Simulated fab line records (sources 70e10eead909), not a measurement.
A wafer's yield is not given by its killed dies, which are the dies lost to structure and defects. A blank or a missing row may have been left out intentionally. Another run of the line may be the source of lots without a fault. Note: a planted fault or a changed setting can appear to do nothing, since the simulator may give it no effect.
Which tool was responsible? -- flow nand_harc -- Sampling: 22 lots, 66 wafers, 6 of 1159 route steps

## WHAT EACH GAUGE READ, for each wafer
The record holds no reading of a measuring or inspecting step that can be judged against a usual standard deviation.

## WHAT TOOL EACH LOT RAN ON (gives the tool, then ch and the chambers of the sampled wafers, and finally the start)
lot,NHARC_A_STAIRCASE_DESCUM_291,NHARC_A_STAIRCASE_HM_DEP_462,NHARC_A_STAIRCASE_ETCH_313,NHARC_A_STAIRCASE_STRIP_475,NHARC_A_SGD_CUT_CMP_21,NHARC_A_SGD_CUT_STRIP_28
L074,"rie_diel-09 ch 1,2,3, day 11 23:54","acl_dep-02 ch 0, day 12 03:55","rie_diel-09 ch 0,1,3, day 12 06:53","rie_diel-11 ch 1,2,3, day 14 14:14 or earlier","cmp-04 ch 2,3, day 14 14:14","rie_diel-01 ch 0,1,2, no start"
L075,"rie_diel-10 ch 0,1,3, day 12 01:07","acl_dep-02 ch 0, day 12 05:47","rie_diel-10 ch 0,1,3, day 12 08:52","rie_diel-10 ch 1,2,3, day 14 14:16 or earlier","cmp-03 ch 1,2,3, day 14 14:16","rie_diel-04 ch 0,1,3, no start"
L076,"rie_diel-09 ch 1,2,3, day 12 02:49","acl_dep-03 ch 0, day 12 08:08","rie_diel-10 ch 0,2,3, day 12 11:04","rie_diel-10 ch 0,1,2, day 14 14:16 or earlier","cmp-01 ch 0,1,3, day 14 14:16","rie_diel-12 ch 1,3, no start"
L079,"rie_diel-11 ch 0,2,3, day 12 05:19","acl_dep-01 ch 0, day 12 10:58","rie_diel-10 ch 0,1,3, day 12 13:17","rie_diel-10 ch 0,2,3, day 14 12:07","cmp-04 ch 0,3, day 14 19:32","rie_diel-04 ch 0,1, no start"
L078,"rie_diel-11 ch 1,3, day 12 06:52","acl_dep-02 ch 0, day 12 11:05","rie_diel-11 ch 0,2,3, day 12 15:02","rie_diel-09 ch 0,2,3, day 14 19:34 or earlier","cmp-03 ch 0,1,3, day 14 19:34","rie_diel-12 ch 2,3, no start"
L077,"rie_diel-11 ch 2,3, day 12 14:53","acl_dep-02 ch 0, day 12 18:19","rie_diel-09 ch 0,1,3, day 12 20:40","rie_diel-11 ch 0,1,3, day 15 03:19 or earlier","cmp-01 ch 0,2,3, day 15 03:19","rie_diel-04 ch 1,2, no start"
L081,"rie_diel-10 ch 0,2,3, day 13 01:19","acl_dep-03 ch 0, day 13 06:56","rie_diel-09 ch 1,2, day 13 09:36","rie_diel-09 ch 0,1, day 15 17:25 or earlier","cmp-04 ch 1,2, day 15 17:25","rie_diel-04 ch 0,2, no start"
L080,"rie_diel-09 ch 0,1, day 13 03:04","acl_dep-03 ch 0, day 13 10:40","rie_diel-11 ch 0,1,2, day 13 13:50","rie_diel-09 ch 1,3, day 15 17:26 or earlier","cmp-01 ch 0,2, day 15 17:26","rie_diel-01 ch 0,1,2, no start"
L082,"rie_diel-11 ch 0,3, day 13 16:56","acl_dep-03 ch 0, day 13 21:49","rie_diel-10 ch 2,3, day 14 00:40","rie_diel-11 ch 0,3, day 16 06:34 or earlier","cmp-04 ch 1,2,3, day 16 06:34","rie_diel-04 ch 0,2,3, day 16 07:17"
L084,"rie_diel-10 ch 0,3, day 13 18:38","acl_dep-03 ch 0, day 14 00:00","rie_diel-10 ch 0,1,3, day 14 02:38","rie_diel-11 ch 1,2,3, day 16 11:08 or earlier","cmp-03 ch 0,2,3, day 16 11:08","rie_diel-12 ch 1,2,3, no start"
L083,"rie_diel-11 ch 0,2,3, day 13 20:21","acl_dep-01 ch 0, day 14 00:41","rie_diel-09 ch 2,3, day 14 04:34","rie_diel-11 ch 1,3, day 16 06:34 or earlier","cmp-01 ch 1,3, day 16 06:34","rie_diel-01 ch 0,2,3, no start"
L087,"rie_diel-11 ch 0,1,2, day 14 21:06","acl_dep-03 ch 0, day 15 00:32","rie_diel-10 ch 0,1,2, day 15 03:29","rie_diel-10 ch 0,1,2, day 17 05:11 or earlier","cmp-04 ch 0,1,2, day 17 05:11","rie_diel-01 ch 1,2,3, no start"
L085,"rie_diel-10 ch 0,1,3, day 14 22:05","acl_dep-01 ch 0, day 15 01:50","rie_diel-09 ch 0,1,3, day 15 03:51","rie_diel-11 ch 1,2, day 17 05:10 or earlier","cmp-01 ch 2,3, day 17 05:10","rie_diel-12 ch 0,1,3, day 17 05:54"
L086,"rie_diel-10 ch 0,2,3, day 14 23:48","acl_dep-02 ch 0, day 15 02:21","rie_diel-09 ch 0,2,3, day 15 05:08","rie_diel-11 ch 0,1,3, day 17 05:10 or earlier","cmp-03 ch 0,1, day 17 05:10","rie_diel-04 ch 0,3, no start"
L089,"rie_diel-10 ch 1,2,3, day 15 07:22","acl_dep-03 ch 0, day 15 09:44","rie_diel-11 ch 0,3, day 15 12:41","rie_diel-10 ch 0,2,3, day 17 15:26 or earlier","cmp-03 ch 0,1,3, day 17 15:26","rie_diel-01 ch 0,1,2, no start"
L088,"rie_diel-10 ch 0,3, day 15 09:15","acl_dep-02 ch 0, day 15 11:35","rie_diel-11 ch 2,3, day 15 14:32","rie_diel-09 ch 0,2, day 17 08:08","cmp-01 ch 1,2,3, day 17 15:19","rie_diel-12 ch 0,1, no start"
L091,"rie_diel-09 ch 0,2,3, day 15 12:07","acl_dep-03 ch 0, day 15 18:29","rie_diel-09 ch 0,1,2, day 15 21:19","rie_diel-11 ch 0,1,2, day 17 19:50","cmp-04 ch 0,1,3, day 18 03:21","rie_diel-12 ch 0,2,3, no start"
L090,"rie_diel-10 ch 0,3, day 15 12:36","acl_dep-01 ch 0, day 15 19:17","rie_diel-09 ch 0,2,3, day 15 21:45","rie_diel-10 ch 0,1, day 18 03:19 or earlier","cmp-03 ch 2,3, day 18 03:19","rie_diel-01 ch 0,1, no start"
L093,"rie_diel-09 ch 0,1,2, day 16 07:17","acl_dep-01 ch 0, day 16 10:31","rie_diel-09 ch 0,2, day 16 13:06","rie_diel-11 ch 0,1, day 18 23:16 or earlier","cmp-04 ch 0,1,2, day 18 23:16","rie_diel-04 ch 1,2,3, no start"
L095,"rie_diel-09 ch 0,2, day 16 12:52","acl_dep-03 ch 0, day 16 16:01","rie_diel-11 ch 1,2,3, day 16 19:23","rie_diel-10 ch 0,1,2, day 18 23:17 or earlier","cmp-01 ch 1,2,3, day 18 23:17","rie_diel-12 ch 1,2, no start"
L094,"rie_diel-10 ch 1,3, day 16 15:05","acl_dep-01 ch 0, day 16 17:21","rie_diel-09 ch 1,2, day 16 20:23","rie_diel-09 ch 2,3, day 18 15:10","cmp-03 ch 0,1,2, day 18 23:16","rie_diel-01 ch 0,2, no start"
L097,"rie_diel-09 ch 0,2,3, day 17 13:05","acl_dep-02 ch 0, day 17 15:31","rie_diel-11 ch 0,2,3, day 17 18:28","rie_diel-09 ch 1,2,3, day 19 23:15 or earlier","cmp-03 ch 0,2,3, day 19 23:15","rie_diel-12 ch 0,1,3, no start"
- NHARC_A_STAIRCASE_DESCUM_291: chemistry O2, time 3 s.
- NHARC_A_STAIRCASE_HM_DEP_462: deposits aC, target thk 800 nm.
- NHARC_A_STAIRCASE_ETCH_313: etches the open film in CF4/CHF3.
- NHARC_A_STAIRCASE_STRIP_475: strips in O2, time 20 s.
- NHARC_A_SGD_CUT_CMP_21: polishes, target thk 148.19 nm.
- NHARC_A_SGD_CUT_STRIP_28: strips in O2, time 20 s.

## AS READ BY THE TOOLS THEMSELVES (means over the sampled wafers that have a number; for cases with no such wafer, the mark the record gives instead)
NHARC_A_STAIRCASE_DESCUM_291.
lot,tool,drypump_motor_current_A (A),oes_product_au (a.u.),rf_vpp_V (V),showerhead_plenum_p_Torr (Torr),throttle_valve_pct (%)
L074,rie_diel-09,5.3,1.002,57.5,1.91,11.317
L075,rie_diel-10,5.6,0.993,57.2,1.89,11.313
L076,rie_diel-09,5.3,1.007,57.4,1.91,11.310
L079,rie_diel-11,6.0,0.991,58.3,2.04,11.304
L078,rie_diel-11,5.6,0.993,57.8,1.92,11.309
L077,rie_diel-11,5.8,0.988,58.9,2.04,11.310
L081,rie_diel-10,5.6,1.004,58.1,1.86,11.315
L080,rie_diel-09,5.0,0.997,58.0,1.95,11.317
L082,rie_diel-11,5.8,0.995,58.2,2.00,11.308
L084,rie_diel-10,5.9,1.003,57.4,1.83,11.311
L083,rie_diel-11,6.0,0.994,58.4,2.03,11.312
L087,rie_diel-11,6.1,0.990,58.2,1.97,11.308
L085,rie_diel-10,5.5,1.002,57.5,1.89,11.303
L086,rie_diel-10,5.6,1.000,57.2,1.85,11.320
L089,rie_diel-10,5.5,1.000,57.3,1.87,11.298
L088,rie_diel-10,5.9,0.996,56.7,1.82,11.321
L091,rie_diel-09,5.5,1.002,57.4,1.86,11.319
L090,rie_diel-10,5.6,1.000,57.6,1.86,11.311
L093,rie_diel-09,5.2,0.996,58.0,1.91,11.315
L095,rie_diel-09,5.5,0.998,57.9,1.87,11.303
L094,rie_diel-10,5.5,1.014,58.4,2.00,11.311
L097,rie_diel-09,5.5,1.002,57.8,1.85,11.323

NHARC_A_STAIRCASE_HM_DEP_462.
lot,tool,throttle_valve_pct (%)
L074,acl_dep-02,34.989
L075,acl_dep-02,35.011
L076,acl_dep-03,34.997
L079,acl_dep-01,35.009
L078,acl_dep-02,34.995
L077,acl_dep-02,34.996
L081,acl_dep-03,35.000
L080,acl_dep-03,34.997
L082,acl_dep-03,35.013
L084,acl_dep-03,35.003
L083,acl_dep-01,34.992
L087,acl_dep-03,35.005
L085,acl_dep-01,34.995
L086,acl_dep-02,34.992
L089,acl_dep-03,35.001
L088,acl_dep-02,35.000
L091,acl_dep-03,35.004
L090,acl_dep-01,34.994
L093,acl_dep-01,34.993
L095,acl_dep-03,35.003
L094,acl_dep-01,34.999
L097,acl_dep-02,34.995

NHARC_A_STAIRCASE_ETCH_313.
lot,tool,drypump_motor_current_A (A),oes_product_au (a.u.),rf_vpp_V (V),showerhead_plenum_p_Torr (Torr),throttle_valve_pct (%)
L074,rie_diel-09,5.3,0.938,370.5,1.55,16.805
L075,rie_diel-10,5.5,0.926,369.0,1.56,16.800
L076,rie_diel-10,5.6,0.972,369.6,1.53,16.803
L079,rie_diel-10,5.5,0.973,370.4,1.56,16.801
L078,rie_diel-11,6.0,0.920,373.2,1.67,16.798
L077,rie_diel-09,5.3,0.976,369.3,1.55,16.786
L081,rie_diel-09,5.0,0.930,372.9,1.62,16.801
L080,rie_diel-11,6.1,0.917,372.3,1.62,16.804
L082,rie_diel-10,5.9,0.924,367.8,1.49,16.795
L084,rie_diel-10,5.5,0.928,369.8,1.56,16.806
L083,rie_diel-09,5.6,0.947,368.2,1.51,16.802
L087,rie_diel-10,5.2,0.927,370.5,1.57,16.799
L085,rie_diel-09,5.3,0.928,370.3,1.55,16.796
L086,rie_diel-09,5.5,0.932,369.0,1.53,16.809
L089,rie_diel-11,6.2,0.915,373.7,1.66,16.800
L088,rie_diel-11,5.6,0.921,373.0,1.64,16.798
L091,rie_diel-09,5.2,0.925,369.6,1.58,16.804
L090,rie_diel-09,5.6,0.961,368.8,1.53,16.803
L093,rie_diel-09,5.5,0.928,370.2,1.56,16.805
L095,rie_diel-11,5.8,0.956,370.7,1.59,16.804
L094,rie_diel-09,5.0,0.938,372.2,1.61,16.799
L097,rie_diel-11,6.0,0.921,373.1,1.66,16.794

NHARC_A_STAIRCASE_STRIP_475.
lot,tool,drypump_motor_current_A (A),oes_product_au (a.u.),rf_vpp_V (V),showerhead_plenum_p_Torr (Torr),throttle_valve_pct (%)
L074,rie_diel-11,5.8,0.991,56.8,3.58,17.039
L075,rie_diel-10,5.5,1.002,57.5,3.46,17.030
L076,rie_diel-10,5.2,0.998,57.0,3.53,17.040
L079,rie_diel-10,5.6,1.002,57.3,3.43,17.041
L078,rie_diel-09,5.5,1.008,58.4,3.43,17.037
L077,rie_diel-11,6.0,0.990,59.1,3.58,17.040
L081,rie_diel-09,5.2,0.996,58.0,3.52,17.040
L080,rie_diel-09,5.4,0.999,57.9,3.43,17.047
L082,rie_diel-11,5.8,0.995,58.5,3.66,17.032
L084,rie_diel-11,5.8,0.999,57.8,3.57,17.040
L083,rie_diel-11,5.6,0.997,57.7,3.52,17.028
L087,rie_diel-10,5.2,1.007,57.7,3.52,17.031
L085,rie_diel-11,5.9,1.000,58.2,3.62,17.033
L086,rie_diel-11,6.0,0.996,57.9,3.57,17.032
L089,rie_diel-10,5.6,1.018,58.0,3.59,17.036
L088,rie_diel-09,5.5,1.001,58.0,3.46,17.039
L091,rie_diel-11,6.1,0.993,58.3,3.62,17.029
L090,rie_diel-10,5.3,1.015,57.6,3.54,17.036
L093,rie_diel-11,6.3,0.992,57.8,3.62,17.036
L095,rie_diel-10,5.3,1.014,57.1,3.51,17.039
L094,rie_diel-09,5.6,1.014,57.5,3.37,17.023
L097,rie_diel-09,5.3,1.000,58.0,3.48,17.024

NHARC_A_SGD_CUT_CMP_21.
lot,tool,edge_zone_pressure_frac,motor_current_A (A),retaining_ring_pressure_frac,time_to_endpoint_s (s)
L074,cmp-04,1.004,11.4,1.000,52.6
L075,cmp-03,1.004,13.2,0.995,53.8
L076,cmp-01,0.999,11.5,1.001,50.5
L079,cmp-04,1.001,11.8,1.007,53.4
L078,cmp-03,1.002,13.1,1.007,50.6
L077,cmp-01,0.999,12.1,0.996,51.5
L081,cmp-04,1.000,10.8,1.003,51.3
L080,cmp-01,1.001,12.6,1.004,50.7
L082,cmp-04,0.999,11.0,0.996,54.5
L084,cmp-03,0.999,12.3,0.999,49.1
L083,cmp-01,0.997,11.0,0.999,47.5
L087,cmp-04,1.000,11.1,1.001,53.4
L085,cmp-01,1.001,12.5,0.999,49.8
L086,cmp-03,1.000,13.3,0.997,51.3
L089,cmp-03,0.998,13.0,1.001,52.1
L088,cmp-01,0.996,12.1,0.999,48.6
L091,cmp-04,0.999,11.4,1.000,49.9
L090,cmp-03,1.001,11.6,0.999,51.0
L093,cmp-04,1.000,11.2,1.003,49.4
L095,cmp-01,1.003,11.7,0.996,49.1
L094,cmp-03,0.998,13.3,1.001,49.8
L097,cmp-03,1.004,12.1,1.000,45.4

NHARC_A_SGD_CUT_STRIP_28.
lot,tool,drypump_motor_current_A (A),oes_product_au (a.u.),rf_vpp_V (V),showerhead_plenum_p_Torr (Torr),throttle_valve_pct (%)
L074,rie_diel-01,5.6,1.010,57.6,3.58,17.042
L075,rie_diel-04,5.8,1.003,57.5,3.56,17.036
L076,rie_diel-12,5.8,0.986,57.8,3.46,17.042
L079,rie_diel-04,6.0,0.993,58.3,3.69,17.032
L078,rie_diel-12,5.5,1.005,57.9,3.57,17.037
L077,rie_diel-04,5.8,1.007,57.3,3.48,17.035
L081,rie_diel-04,6.1,1.002,58.3,3.49,17.047
L080,rie_diel-01,5.6,1.008,58.1,3.58,17.038
L082,rie_diel-04,5.9,1.002,57.3,3.46,17.041
L084,rie_diel-12,5.5,0.990,58.2,3.53,17.038
L083,rie_diel-01,5.8,1.002,57.1,3.47,17.037
L087,rie_diel-01,5.7,1.004,58.8,3.57,17.045
L085,rie_diel-12,5.8,0.986,57.5,3.41,17.033
L086,rie_diel-04,6.0,0.999,58.1,3.56,17.040
L089,rie_diel-01,5.6,1.006,57.6,3.57,17.038
L088,rie_diel-12,5.5,0.981,57.6,3.43,17.032
L091,rie_diel-12,5.7,0.993,57.4,3.46,17.041
L090,rie_diel-01,5.5,1.002,57.9,3.64,17.035
L093,rie_diel-04,5.7,1.007,57.6,3.45,17.035
L095,rie_diel-12,5.3,0.990,58.5,3.55,17.032
L094,rie_diel-01,5.7,1.002,58.3,3.50,17.032
L097,rie_diel-12,5.8,0.994,57.5,3.41,17.036

## THE ANSWER, worked out from the rows above alone
Rule: usual is defined by the lots themselves. The widest of any qualifying gaps counts: lots, ordered by their means at a reading, are off when they make up no more than a third of the lots, leave a main group of 4 or more, and stand apart from it by 3 or more times the standard deviation of that group's means. A main group whose means are all the same, to the digits that the tables above print for the reading, isn't used. Also off: a lot with no number at a reading for which 4 or more lots have one. The other lots that the step has rows for count as sound. Order of review: gauges by route order, followed by the tools' own readings, for which a lot's mean as printed above is used. The first step at which some lot is off is used, and at that step the reading that is off furthest; a lot without a number counts as furthest.
None of the lots is off at any reading shown; this tells nothing.

## WHAT HAD BEEN PUT IN BY THE SIMULATOR
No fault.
